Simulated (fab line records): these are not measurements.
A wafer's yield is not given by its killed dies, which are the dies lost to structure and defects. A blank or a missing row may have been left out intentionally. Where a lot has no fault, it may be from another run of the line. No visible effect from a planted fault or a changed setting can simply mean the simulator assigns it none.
fab line records	flow nandHarc	part 1 of 2: steps 1 to 31 of 44
[record] lots = 5	wafers = 15	lastDay = 33
route steps=1302 shown P_GATE@153
lots that met no fault: from a run of the same line without faults
startH: hours from the record's opening day to when the first of the lot's shown wafers began	waitH: hours from the lot's prior step to this one	" identical to the entry in the row above	L1.1+2: a row that stands for several wafers	- no value, or no start was given	* or withheld: withheld	< > ~ a bound
route shown NAME@n: NAME is a module with steps in the file, n the number in the route of the first one	usual: the fault-free wafers' mean and standard deviation	same: alike in all rows	chamber/n: place in a boat	sites: the reading at each site	_std_site: their standard deviation	_edge_site: mean of outer sites minus mean of inner sites	radiusMm: for every site, how far away it sits from the centre of the wafer	mask NAME#n: copy n	behind: the tool/chamber that last shaped the wafer	hold: why the lot was held/for how many hours/how that ended	device: the transistor (n, p or np) that didn't switch	end of line: the route-end tests of the same wafers	where a step has no rows: the recipe by itself	killed: at the first sort, the dies lost to defects and structure; wafer yield is something else	map: the dies of a wafer, with x for killed, . for not killed, _ for no die there
set.NAME: the setting that was run; set.NAME@STEP: the one run at that earlier step	model.NAME: the simulator's own value behind a step, which no gauge read
lots at some steps of the route; a table a step, a row a wafer
services: from which hour (startH, from the record's first day; less than 0 if before it) a tool's chamber was out of use, for how many hours, and why
[[steps]]
[step NHARC_P_GATE_PRECLEAN_73]
[recipe] timeS = *	tempC = 50	bathAgeMin = 0	chemistry = SC1
[usual] bathHeatDutyPct = 7.2/0.75	nh4ohFlowMLMin = 28.29/0.1
lot.wafer	tool	chamber	startH	waitH	bathHeatDutyPct	nh4ohFlowMLMin
L074.4	wetBench-09	2	-	-	6.9	28.13
L074.1	"	5	"	"	6.6	28.33
L074.5	"	7	"	"	6.9	28.31
L083.4	wetBench-02	2	-	-	7.5	28.19
L083.3	"	5	"	"	7.7	28.52
L083.1	"	6	"	"	6.3	28.29
L092.3	wetBench-02	3	-	-	6.8	28.38
L092.6	"	5	"	"	8.3	28.30
L092.4	"	0	"	"	7.7	28.22
L093.1	wetBench-02	6	-	-	7.1	28.27
L093.6	"	1	"	"	7.0	28.27
L093.5	"	2	"	"	8.5	28.29
L096.4	wetBench-09	2	-	-	5.8	28.26
L096.2	"	3	"	"	6.9	28.23
L096.5	"	4	"	"	7.4	28.34
[step NHARC_P_GATE_SRD_74]
lot.wafer	tool	chamber	startH	waitH
L074.4+1+5	wetBench-09	2,5,7	-	-
L083.4+3+1	wetBench-02	2,5,6	-	-
L092.3+6+4	wetBench-02	3,5,0	-	-
L093.1+6+5	wetBench-02	6,1,2	-	-
L096.4+2+5	wetBench-09	2,3,4	-	-
[step NHARC_P_GATE_ALD_36]
[recipe] targetThkA = 200	pulseTimeS = 60	aldCycles = 223	tempC = 400	material = SiNx
[usual] heaterPowerW = 795/54	precursorPulseHeightRel = 0.999/0.02
lot.wafer	tool	chamber	startH	waitH	heaterPowerW	precursorPulseHeightRel
L074.4	aldSin-01	0	98.11	-	753	1.026
L074.1	"	3	101.24	-	802	1.044
L074.5	"	0	102.28	-	741	1.006
L083.1	aldSin-03	1	189.73	-	796	0.983
L083.3	"	0	192.56	-	757	0.983
L083.4	"	1	193.98	-	815	0.998
L092.3	aldSin-04	2	278.27	-	893	0.984
L092.4	"	3	279.34	-	759	0.995
L092.6	"	1	281.48	-	812	0.970
L093.1	aldSin-01	0	291.36	-	742	1.001
L093.6	"	2	293.49	-	736	0.958
L093.5	"	3	294.56	-	778	0.993
L096.2	aldSin-01	2	319.05	-	727	1.018
L096.5	"	2	323.23	-	732	0.983
L096.4	"	1	326.02	-	844	0.999
[step NHARC_P_GATE_ETCHBACK_37]
[recipe] targetDepthA = 345	timeS = 17.2	chf3FlowSccm = 50	o2FlowSccm = 10	arFlowSccm = 200	rfW = 500	biasW = 200	chemistry = CHF3/O2
[usual] drypumpMotorCurrentA = 5.6/0.51	oesProductAu = 0.95/0.032	rfVppV = 371.3/1.9	showerheadPlenumPTorr = 2.43/0.081	throttleValvePct = 20.572/0.0086
lot.wafer	tool	chamber	startH	waitH	drypumpMotorCurrentA	oesProductAu	rfHoursCounterH	rfVppV	showerheadPlenumPTorr	throttleValvePct
L074.1	rieDiel-02	3	-	-	6.2	0.96	1.2	374.1	2.57	20.578
L074.4	"	0	"	"	5.8	0.96	1.7	371.0	2.41	20.568
L074.5	"	2	"	"	6.4	0.97	-	371.9	2.47	20.577
L083.1	rieDiel-02	2	-	-	6.3	0.97	6.2	373.0	2.47	20.565
L083.3	"	1	"	"	5.1	0.98	7.0	374.1	2.54	20.572
L083.4	"	2	"	"	6.4	0.98	-	370.5	2.47	20.569
L092.4	rieDiel-04	2	-	-	5.0	0.93	4.9	371.1	2.49	20.570
L092.3	"	3	"	"	5.9	0.93	4.8	373.3	2.52	20.571
L092.6	"	1	"	"	5.5	0.93	-	371.9	2.42	20.579
L093.1	rieDiel-04	2	-	-	5.0	0.92	6.0	373.7	2.49	20.570
L093.5	"	2	"	"	5.0	0.93	-	373.2	2.49	20.575
L093.6	"	3	"	"	5.9	0.93	-	373.6	2.52	20.571
L096.4	rieDiel-04	1	-	-	5.6	0.92	8.3	369.7	2.42	20.576
L096.2	"	3	"	"	5.9	0.93	7.5	373.9	2.52	20.565
L096.5	"	0	"	"	4.9	0.92	-	369.5	2.35	20.563
[step NHARC_P_GATE_STRIP_101]
[recipe] timeS = 20	o2FlowSccm = 500	arFlowSccm = 0	biasW = 0	chemistry = O2
[usual] drypumpMotorCurrentA = 5.6/0.5	oesProductAu = 1.000/0.0076	rfVppV = 57.8/0.88	showerheadPlenumPTorr = 3.57/0.11	throttleValvePct = 17.037/0.0089
lot.wafer	tool	chamber	startH	waitH	drypumpMotorCurrentA	oesProductAu	rfHoursCounterH	rfVppV	showerheadPlenumPTorr	throttleValvePct
L074.4	rieDiel-02	1	107.63	0.1	5.1	1.000	2.4	57.5	3.73	17.040
L074.1	"	2	"	"	6.4	0.991	2.3	56.7	3.63	17.026
L074.5	"	0	"	"	5.8	0.999	-	57.6	3.54	17.038
L083.3	rieDiel-02	2	201.51	0.1	6.4	0.997	6.2	59.0	3.63	17.033
L083.1	"	3	"	"	6.3	1.003	4.6	59.1	3.77	17.041
L083.4	"	1	"	"	5.1	1.001	-	58.0	3.73	17.044
L092.3	rieDiel-04	2	285.81	0.1	5.0	1.001	4.9	58.7	3.66	17.047
L092.4	"	3	"	"	5.9	1.000	4.8	57.8	3.70	17.033
L092.6	"	1	"	"	5.6	1.001	-	57.2	3.56	17.032
L093.1	rieDiel-04	2	299.17	0.1	5.0	0.998	6.0	58.5	3.66	17.047
L093.6	"	0	"	"	4.9	0.999	-	56.9	3.45	17.036
L093.5	"	1	"	"	5.6	0.998	-	57.7	3.56	17.028
L096.2	rieDiel-04	0	330.68	0.1	4.9	0.995	8.2	57.9	3.45	17.051
L096.4	"	1	"	"	5.5	1.001	8.3	58.2	3.56	17.034
L096.5	"	3	"	"	5.9	1.006	-	57.3	3.70	17.029
[step NHARC_P_GATE_PRECLEAN_97]
[recipe] timeS = 600	tempC = 120	chemistry = SPM
[usual] bathHeatDutyPct = 13.3/1.3
lot.wafer	tool	chamber	startH	waitH	bathHeatDutyPct
L074.1	wetBench-09	7	107.74	-	14.4
L074.5	"	0	"	"	12.9
L074.4	"	3	"	"	11.9
L083.4	wetBench-02	6	201.62	-	11.9
L083.3	"	7	"	"	14.6
L083.1	"	2	"	"	14.4
L092.6	wetBench-01	6	285.91	-	9.4
L092.4	"	1	"	"	13.4
L092.3	"	2	"	"	13.7
L093.1	wetBench-02	4	299.27	-	11.5
L093.5	"	5	"	"	14.7
L093.6	"	7	"	"	14.5
L096.2	wetBench-09	4	330.78	-	14.2
L096.4	"	5	"	"	12.4
L096.5	"	7	"	"	14.3
[step NHARC_P_GATE_SRD_98]
lot.wafer	tool	chamber	startH	waitH
L074.1+5+4	wetBench-09	7,0,3	-	-
L083.4+3+1	wetBench-02	6,7,2	-	-
L092.6+4+3	wetBench-01	6,1,2	-	-
L093.1+5+6	wetBench-02	4,5,7	-	-
L096.2+4+5	wetBench-09	4,5,7	-	-
[step NHARC_P_GATE_PRECLEAN_99]
[recipe] timeS = *	tempC = 50	bathAgeMin = 0	chemistry = SC1
[usual] bathHeatDutyPct = 7.1/0.73	nh4ohFlowMLMin = 28.31/0.092
lot.wafer	tool	chamber	startH	waitH	bathHeatDutyPct	nh4ohFlowMLMin
L074.1	wetBench-09	7	-	-	8.0	28.34
L074.5	"	0	"	"	6.9	28.44
L074.4	"	3	"	"	6.7	28.13
L083.4	wetBench-02	6	-	-	6.3	28.29
L083.3	"	7	"	"	8.5	28.30
L083.1	"	2	"	"	8.0	28.39
L092.6	wetBench-01	6	-	-	6.9	28.31
L092.4	"	1	"	"	7.9	28.17
L092.3	"	2	"	"	7.6	28.40
L093.1	wetBench-02	4	-	-	8.0	28.33
L093.5	"	5	"	"	7.1	28.23
L093.6	"	7	"	"	7.4	28.44
L096.2	wetBench-09	4	-	-	6.9	28.36
L096.4	"	5	"	"	7.9	28.37
L096.5	"	7	"	"	7.6	28.47
[step NHARC_P_GATE_SRD_100]
lot.wafer	tool	chamber	startH	waitH
L074.1+5+4	wetBench-09	7,0,3	-	-
L083.4+3+1	wetBench-02	6,7,2	-	-
L092.6+4+3	wetBench-01	6,1,2	-	-
L093.1+5+6	wetBench-02	4,5,7	-	-
L096.2+4+5	wetBench-09	4,5,7	-	-
[step NHARC_P_GATE_DEHYDRATE_38]
[recipe] tempC = 150	timeS = 120
lot.wafer	tool	chamber	startH	waitH
L074.1+4+5	lithoTrack-07	0	108.13	-
L083.1+3+4	lithoTrack-07	0	202.02	-
L092.3+4+6	lithoTrack-07	0	286.31	-
L093.1+5+6	lithoTrack-02	0	299.67	-
L096.2+4+5	lithoTrack-07	0	331.17	-
[step NHARC_P_GATE_HMDS_39]
[recipe] timeS = 30
lot.wafer	tool	chamber	startH	waitH
L074.1+4+5	lithoTrack-07	0	-	-
L083.1+3+4	lithoTrack-07	0	-	-
L092.3+4+6	lithoTrack-07	0	-	-
L093.1+5+6	lithoTrack-02	0	-	-
L096.2+4+5	lithoTrack-07	0	-	-
[step NHARC_P_GATE_COAT_40]
[recipe] spinRpm = 3000
lot.wafer	tool	chamber	startH	waitH
L074.1+4+5	lithoTrack-07	0	-	-
L083.1+3+4	lithoTrack-07	0	-	-
L092.3+4+6	lithoTrack-07	0	-	-
L093.1+5+6	lithoTrack-02	0	-	-
L096.2+4+5	lithoTrack-07	0	-	-
[step NHARC_P_GATE_SOFTBAKE_41]
[recipe] tempC = 122	timeS = 95
lot.wafer	tool	chamber	startH	waitH
L074.1+4+5	lithoTrack-07	0	-	-
L083.1+3+4	lithoTrack-07	0	-	-
L092.3+4+6	lithoTrack-07	0	-	-
L093.1+5+6	lithoTrack-02	0	-	-
L096.2+4+5	lithoTrack-07	0	-	-
[step NHARC_P_GATE_EBR_42]
lot.wafer	tool	chamber	startH	waitH
L074.1+4+5	lithoTrack-07	0	-	-
L083.1+3+4	lithoTrack-07	0	-	-
L092.3+4+6	lithoTrack-07	0	-	-
L093.1+5+6	lithoTrack-02	0	-	-
L096.2+4+5	lithoTrack-07	0	-	-
[step NHARC_P_GATE_EXPOSE_43]
[recipe] na = 0.6	targetCdNm = 720	doseMj = 14.81	maskId = P_NSD
[usual] exposureDoseMJCm2 = 14.809/0.016
[same] na = 0.6
lot.wafer	tool	chamber	startH	waitH	mask	exposureDoseMJCm2
L074.1	krfScanner-04	0	108.40	-	P_NSD#0	14.811
L074.4	"	0	"	"	P_NSD#0	14.838
L074.5	"	0	"	"	P_NSD#0	14.817
L083.1	krfScanner-04	0	202.17	-	P_NSD#0	14.814
L083.3	"	0	"	"	P_NSD#0	14.822
L083.4	"	0	"	"	P_NSD#0	14.804
L092.3	krfScanner-03	0	286.59	-	P_NSD#0	14.813
L092.4	"	0	"	"	P_NSD#0	14.802
L092.6	"	0	"	"	P_NSD#0	14.811
L093.1	krfScanner-02	0	299.94	-	P_NSD#0	14.805
L093.5	"	0	"	"	P_NSD#0	14.788
L093.6	"	0	"	"	P_NSD#0	14.788
L096.2	krfScanner-02	0	331.45	-	P_NSD#0	14.767
L096.4	"	0	"	"	P_NSD#0	14.776
L096.5	"	0	"	"	P_NSD#0	14.803
[step NHARC_P_GATE_PEB_44]
[recipe] pebTempC = 118	pebTimeS = 85
lot.wafer	tool	chamber	startH	waitH
L074.1+4+5	lithoTrack-02	0	108.47	0.1
L083.1+3+4	lithoTrack-07	0	202.23	0.1
L092.3+4+6	lithoTrack-02	0	286.65	0.1
L093.1+5+6	lithoTrack-07	0	300.00	0.1
L096.2+4+5	lithoTrack-03	0	331.51	0.1
[step NHARC_P_GATE_DEVELOP_45]
[recipe] timeS = 70
lot.wafer	tool	chamber	startH	waitH
L074.1+4+5	lithoTrack-02	0	-	-
L083.1+3+4	lithoTrack-07	0	-	-
L092.3+4+6	lithoTrack-02	0	-	-
L093.1+5+6	lithoTrack-07	0	-	-
L096.2+4+5	lithoTrack-03	0	-	-
[step NHARC_P_GATE_CD_MEAS_46]
[recipe] targetCdNm = 720	landingEnergyEv = 500
[usual] cdNm = 719.9/1.3
lot.wafer	tool	chamber	startH	waitH	cdNm
L074.1	cdSem-01	0	108.56	-	721.0
L074.4	"	0	"	"	720.7
L074.5	"	0	"	"	721.1
L083.1	cdSem-01	0	202.32	-	718.9
L083.3	"	0	"	"	721.9
L083.4	"	0	"	"	719.5
L092.3	cdSem-02	0	286.74	-	720.6
L092.4	"	0	"	"	720.3
L092.6	"	0	"	"	720.5
L093.1	cdSem-02	0	300.09	-	717.7
L093.5	"	0	"	"	716.8
L093.6	"	0	"	"	717.4
L096.2	cdSem-03	0	331.61	-	720.9
L096.4	"	0	"	"	720.8
L096.5	"	0	"	"	720.4
[step NHARC_P_GATE_HARDBAKE_47]
[recipe] tempC = 125	timeS = 80
lot.wafer	tool	chamber	startH	waitH
L074.1+4+5	lithoTrack-02	0	108.64	-
L083.1+3+4	lithoTrack-02	0	202.40	-
L092.3+4+6	lithoTrack-07	0	286.82	-
L093.1+5+6	lithoTrack-07	0	300.17	-
L096.2+4+5	lithoTrack-07	0	331.69	-
[step NHARC_P_GATE_DESCUM_48]
[recipe] timeS = 3	o2FlowSccm = 200	arFlowSccm = 0	biasPowerW = 0	chemistry = O2
[usual] drypumpMotorCurrentA = 5.8/0.52	oesProductAu = 0.999/0.0081	rfVppV = 57.8/0.99	showerheadPlenumPTorr = 1.94/0.072	throttleValvePct = 11.310/0.0084
[same] biasPowerW = 0
lot.wafer	tool	chamber	startH	waitH	drypumpMotorCurrentA	oesProductAu	rfHoursCounterH	rfVppV	showerheadPlenumPTorr	throttleValvePct
L074.1	rieDiel-13	2	108.72	-	5.5	1.019	4.2	57.0	1.83	11.316
L074.4	"	1	"	"	6.6	0.999	4.5	57.5	1.99	11.310
L074.5	"	2	"	"	5.5	1.012	-	56.2	1.83	11.319
L083.4	rieDiel-13	0	202.48	-	5.5	1.008	1.2	58.3	1.86	11.298
L083.1	"	2	"	"	5.5	1.008	1.0	59.0	1.83	11.305
L083.3	"	3	"	"	5.9	0.997	0.9	57.9	1.91	11.313
L092.3	rieDiel-04	1	286.91	-	5.5	1.002	5.9	58.9	1.93	11.293
L092.4	"	3	"	"	5.9	1.004	4.8	57.2	2.01	11.322
L092.6	"	1	"	"	5.6	1.003	-	57.0	1.93	11.308
L093.1	rieDiel-04	3	300.29	-	5.9	1.000	5.7	57.4	2.01	11.319
L093.5	"	0	"	"	4.9	1.001	-	56.9	1.87	11.311
L093.6	"	1	"	"	5.5	1.001	-	57.6	1.93	11.307
L096.4	rieDiel-13	2	331.78	-	5.5	0.998	9.2	55.5	1.83	11.319
L096.2	"	3	"	"	6.0	0.988	9.7	58.7	1.90	11.308
L096.5	"	2	"	"	5.5	1.000	-	57.0	1.83	11.302
[step NHARC_P_GATE_IMPLANT_49]
[recipe] energyKev = 30	doseCm2 = 3e+15	tiltDeg = 7
[usual] endStationPressureTorr = 1.17e-05/1.5e-06
lot.wafer	tool	chamber	startH	waitH	endStationPressureTorr
L074.1	implanter-02	0	108.86	0.1	1.02e-05
L074.4	"	0	"	"	9.1e-06
L074.5	"	0	"	"	9.8e-06
L083.1	implanter-02	0	202.63	0.1	1.05e-05
L083.3	"	0	"	"	1.08e-05
L083.4	"	0	"	"	1e-05
L092.3	implanter-01	0	287.10	0.2	1.29e-05
L092.4	"	0	"	"	1.22e-05
L092.6	"	0	"	"	1.2e-05
L093.1	implanter-01	0	300.40	0.1	1.34e-05
L093.5	"	0	"	"	1.21e-05
L093.6	"	0	"	"	1.22e-05
L096.2	implanter-02	0	332.02	0.2	9.4e-06
L096.4	"	0	"	"	1.06e-05
L096.5	"	0	"	"	1.03e-05
[step NHARC_P_GATE_STRIP_111]
[recipe] powerW = 1500	tempC = 110	timeS = 250	chemistry = N2/H2
[usual] drypumpMotorCurrentA = 5.9/0.41	heaterPowerW = 83/6.6
lot.wafer	tool	chamber	startH	waitH	drypumpMotorCurrentA	heaterPowerW	rfHoursCounterH
L074.1	plasmaAsher-02	1	109.14	0.2	6.4	84	5
L074.4	"	0	"	"	6.4	91	-
L074.5	"	0	"	"	6.4	91	-
L083.1	plasmaAsher-02	1	202.90	0.2	6.4	84	23
L083.3	"	0	"	"	6.4	92	-
L083.4	"	1	"	"	6.4	85	-
L092.3	plasmaAsher-01	1	287.37	0.2	5.5	74	-
L092.4	"	0	"	"	5.7	85	-
L092.6	"	1	"	"	5.5	74	-
L093.1	plasmaAsher-01	1	300.67	0.2	5.5	72	25
L093.6	"	0	"	"	5.7	88	-
L093.5	"	1	"	"	5.5	74	-
L096.2	plasmaAsher-01	1	332.21	0.2	5.5	74	31
L096.4	"	0	"	"	5.7	85	-
L096.5	"	1	"	"	5.5	72	-
[step NHARC_P_GATE_STRIP_75]
[recipe] powerW = 1500	tempC = 250	chemistry = O2
[usual] drypumpMotorCurrentA = 5.9/0.41	heaterPowerW = 311/25
lot.wafer	tool	chamber	startH	waitH	drypumpMotorCurrentA	heaterPowerW	rfHoursCounterH
L074.1	plasmaAsher-02	1	109.40	0.2	6.4	328	6
L074.4	"	0	"	"	6.5	343	-
L074.5	"	0	"	"	6.4	338	-
L083.1	plasmaAsher-02	1	203.17	0.2	6.4	321	24
L083.3	"	0	"	"	6.5	343	-
L083.4	"	1	"	"	6.4	321	-
L092.3	plasmaAsher-01	1	287.59	0.2	5.5	269	-
L092.4	"	0	"	"	5.7	322	-
L092.6	"	1	"	"	5.5	274	-
L093.1	plasmaAsher-01	1	300.93	0.2	5.5	272	26
L093.6	"	0	"	"	5.7	319	-
L093.5	"	1	"	"	5.5	283	-
L096.2	plasmaAsher-01	1	332.51	0.3	5.5	278	32
L096.4	"	0	"	"	5.7	326	-
L096.5	"	1	"	"	5.5	276	-
[step NHARC_P_GATE_STRIP_50]
[recipe] timeS = 900	tempC = 130	chemistry = SPM
[usual] bathHeatDutyPct = 14.9/1.4
lot.wafer	tool	chamber	startH	waitH	bathHeatDutyPct
L074.5	wetBench-09	6	109.56	0.1	14.4
L074.1	"	7	"	"	14.3
L074.4	"	0	"	"	14.4
L083.4	wetBench-01	5	203.31	0.1	14.9
L083.3	"	6	"	"	11.9
L083.1	"	1	"	"	15.3
L092.3	wetBench-01	2	287.72	0.1	15.2
L092.4	"	3	"	"	16.3
L092.6	"	7	"	"	15.1
L093.1	wetBench-01	1	301.07	0.1	15.3
L093.6	"	4	"	"	14.4
L093.5	"	5	"	"	16.3
L096.5	wetBench-09	2	332.66	0.1	12.8
L096.2	"	4	"	"	15.5
L096.4	"	7	"	"	18.2
[step NHARC_P_GATE_DEHYDRATE_51]
[recipe] tempC = 150	timeS = 120
lot.wafer	tool	chamber	startH	waitH
L074.1+4+5	lithoTrack-02	0	109.89	-
L083.1+3+4	lithoTrack-07	0	203.65	-
L092.3+4+6	lithoTrack-03	0	288.07	-
L093.1+5+6	lithoTrack-07	0	301.42	-
L096.2+4+5	lithoTrack-07	0	333.01	-
[step NHARC_P_GATE_HMDS_52]
[recipe] timeS = 30
lot.wafer	tool	chamber	startH	waitH
L074.1+4+5	lithoTrack-02	0	-	-
L083.1+3+4	lithoTrack-07	0	-	-
L092.3+4+6	lithoTrack-03	0	-	-
L093.1+5+6	lithoTrack-07	0	-	-
L096.2+4+5	lithoTrack-07	0	-	-
[step NHARC_P_GATE_COAT_53]
[recipe] spinRpm = 3000
lot.wafer	tool	chamber	startH	waitH
L074.1+4+5	lithoTrack-02	0	-	-
L083.1+3+4	lithoTrack-07	0	-	-
L092.3+4+6	lithoTrack-03	0	-	-
L093.1+5+6	lithoTrack-07	0	-	-
L096.2+4+5	lithoTrack-07	0	-	-
[step NHARC_P_GATE_SOFTBAKE_54]
[recipe] tempC = 122	timeS = 95
lot.wafer	tool	chamber	startH	waitH
L074.1+4+5	lithoTrack-02	0	-	-
L083.1+3+4	lithoTrack-07	0	-	-
L092.3+4+6	lithoTrack-03	0	-	-
L093.1+5+6	lithoTrack-07	0	-	-
L096.2+4+5	lithoTrack-07	0	-	-
[step NHARC_P_GATE_EBR_55]
lot.wafer	tool	chamber	startH	waitH
L074.1+4+5	lithoTrack-02	0	-	-
L083.1+3+4	lithoTrack-07	0	-	-
L092.3+4+6	lithoTrack-03	0	-	-
L093.1+5+6	lithoTrack-07	0	-	-
L096.2+4+5	lithoTrack-07	0	-	-
[step NHARC_P_GATE_EXPOSE_56]
[recipe] na = 0.6	targetCdNm = 720	doseMj = 14.81	maskId = P_PSD
[usual] exposureDoseMJCm2 = 14.809/0.016
[same] na = 0.6
lot.wafer	tool	chamber	startH	waitH	mask	exposureDoseMJCm2
L074.1	krfScanner-02	0	110.16	-	P_PSD#0	14.814
L074.4	"	0	"	"	P_PSD#0	14.820
L074.5	"	0	"	"	P_PSD#0	14.822
L083.1	krfScanner-04	0	203.80	-	P_PSD#0	14.820
L083.3	"	0	"	"	P_PSD#0	14.820
L083.4	"	0	"	"	P_PSD#0	14.816
L092.3	krfScanner-02	0	288.22	-	P_PSD#0	14.823
L092.4	"	0	"	"	P_PSD#0	14.827
L092.6	"	0	"	"	P_PSD#0	14.820
L093.1	krfScanner-04	0	301.69	-	P_PSD#0	14.818
L093.5	"	0	"	"	P_PSD#0	14.795
L093.6	"	0	"	"	P_PSD#0	14.829
L096.2	krfScanner-03	0	333.29	-	P_PSD#0	14.800
L096.4	"	0	"	"	P_PSD#0	14.791
L096.5	"	0	"	"	P_PSD#0	14.803
[step NHARC_P_GATE_PEB_57]
[recipe] pebTempC = 118	pebTimeS = 85
lot.wafer	tool	chamber	startH	waitH
L074.1+4+5	lithoTrack-03	0	110.22	0.1
L083.1+3+4	lithoTrack-07	0	203.87	0.1
L092.3+4+6	lithoTrack-02	0	288.28	0.1
L093.1+5+6	lithoTrack-03	0	301.75	0.1
L096.2+4+5	lithoTrack-02	0	333.35	0.1
